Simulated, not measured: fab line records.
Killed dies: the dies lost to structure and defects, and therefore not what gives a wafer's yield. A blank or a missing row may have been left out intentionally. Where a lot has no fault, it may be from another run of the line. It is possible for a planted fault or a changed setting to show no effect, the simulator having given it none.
A lot that was struck, set against a sound lot    flow n5-finfet    37 steps out of a route of 1938
Sound: these wafers, L508.3, L508.4, L508.5. Struck: wafers L509.2, L509.4, L509.5. The cause is named last.
At each step with rows: each side's tool, then ch and its chambers, then its first start. Under that, the readings that differ: sound wafers    struck wafers    difference of the means    sigmas: that difference in standard deviations of wafers without a fault.
alike: a reading whose means differ by less than 2 such deviations, as well as words and numbers matching on both sides. not compared: withheld readings; readings where some wafer has no value; bounds like >300 that might hide an equal value; numbers whose values overlap and for which the record gives no deviation.
Wherever a step has rows on one side only, a row that says differs or no value, or a row with sigmas, the two part there. Non-overlapping numbers with no deviation appear without sigmas and do not part them. A reading that every wafer of one side lacks parts them only if that side has two wafers or more.

first, 9 steps without rows for these wafers: N5_BEOL_M4_ANNEAL_95 (time 240 s); N5_BEOL_M4_SPUTTER_96 (material Cu, target thk 4.5 nm, time 8.29 s); N5_BEOL_M4_ECD_50 (material Cu, target thk 300 nm); N5_BEOL_M4_ANNEAL_51 (time 90 s); N5_BEOL_M4_CMP_52 (polishes, stops on SiOC, t overpolish 6.8 s, target thk 40 nm); N5_BEOL_M4_PRE_CLEAN_60 (time 15 s); N5_BEOL_M4_CO_CAP_55 (material Co, precursor CCTBA/H2, target thk 2 nm, time 102.1 s); N5_BEOL_M4_PRE_CLEAN_56 (time 15 s); N5_BEOL_M4_DEP_57 (deposits SiCN from 3MS/NH3, target thk 8 nm, time 14 s).
N5_BEOL_M4_RC_MEAS_101:
  sound on prober-01 ch 0, day 9 20:59; struck on prober-02 ch 0, day 10 00:56
  alike: DIBL_N, DIBL_P, IOFF_N, IOFF_P, ION_N, ION_P, SS_N, SS_P, VT_N, VT_P
then, 24 steps without rows for these wafers: N5_BEOL_M5_ILD_DEP_00 (deposits SiCOH lowk from DEMS/porogen, target thk 140.64 nm, time 25.9 s); N5_BEOL_M5_CURE_79 (cures SiCOH lowk, time 240 s); N5_BEOL_M5_PECVD_70 (deposits SiO2 from TEOS/O2, target thk 16 nm, time 18 s); N5_BEOL_M5_HM_DEP_02 (deposits TiN, target thk 20 nm); N5_BEOL_M5_COAT_59 (time 60 s, resist thk 60 nm); N5_BEOL_M5_COAT_60 (time 60 s, resist thk 12 nm); N5_BEOL_M5_COAT_71 (time 60 s, resist thk 5 nm); N5_BEOL_M5_COAT_05 (resist thk 30 nm); N5_BEOL_M5_EBR_07; N5_BEOL_M5_SOFTBAKE_06 (time 60 s); N5_BEOL_M5_EXPOSE_08 (exposes mask M5, target cd 28 nm); N5_BEOL_M5_PEB_09 (peb time 60 s); N5_BEOL_M5_DEVELOP_10 (develop time 30 s); N5_BEOL_M5_DESCUM_16 (chemistry O2, time 7 s); N5_BEOL_M5_ETCH_72 (etches underlayer in N2/H2, target depth 6.5 nm, time 5.2 s); N5_BEOL_M5_ETCH_61 (etches SiARC in CF4, target depth 15.6 nm, time 26 s); N5_BEOL_M5_ETCH_62 (etches SOC in N2/H2, target depth 75 nm, overetch 15 nm, time 112.5 s); N5_BEOL_M5_STRIP_63 (strips in N2/H2); N5_BEOL_M5_STRIP_73 (strips in N2/H2); N5_BEOL_M5_STRIP_64 (strips in CF4); N5_BEOL_M5_HM_OPEN_17 (chemistry Cl2/BCl3, target TiN, target depth 20 nm, overetch 6 nm); N5_BEOL_M5_STRIP_19 (strips in O2); N5_BEOL_M5_COAT_65 (time 60 s, resist thk 60 nm); N5_BEOL_M5_COAT_66 (time 60 s, resist thk 12 nm).
-- the record jumps here: 4 days lie between the struck wafers' starts before and after (it left off in module BEOL_M5 and takes up again in module MIM_BOT_ETCH, whose first step shown is number 1866 of the route) --
N5_MIM_BOT_ETCH_ETCH_04: etches SiNx in CF4/O2, target depth 26 nm, time 13 s.
  sound on rie-diel-01 ch 1,3, day 13 12:07; struck on rie-diel-01 ch 1,2,3, day 13 23:46
  no value came back on the struck wafers for any of 7 readings (O2_flow_sccm (sccm), bias-w (W) and others); on the sound wafers O2_flow_sccm (sccm) reads 9.98 9.95 10.01
  not compared: rf-hours-counter-h, model.coat_of_MIM_BOT_LITHO_COAT_02.thk-nm
N5_MIM_BOT_ETCH_ETCH_00: etches TiN in Cl2/BCl3, target depth 45.5 nm.
  sound on rie-metal-02 ch 0,1, day 13 12:20; struck on rie-metal-02 ch 0, day 13 23:57
  alike: bcl3-flow-sccm, bias-w, drypump-motor-current-A, oes-product-au, throttle-valve-pct
  not compared: rf-hours-counter-h, model.coat_of_MIM_BOT_LITHO_COAT_02.thk-nm
N5_PASSIVATION_PROBE_49:
  rows exist in the record for the struck wafers here (prober-02, day 14 10:52), but not for the sound ones

## WHERE THEY PART
Last at N5_PASSIVATION_PROBE_49 as far as this record goes, first at N5_MIM_BOT_ETCH_ETCH_04.

WHY: what the simulator had put in
Whole step skipped at N5_MIM_BOT_ETCH_ETCH_04 on rie-diel-01, starting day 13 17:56. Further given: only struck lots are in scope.
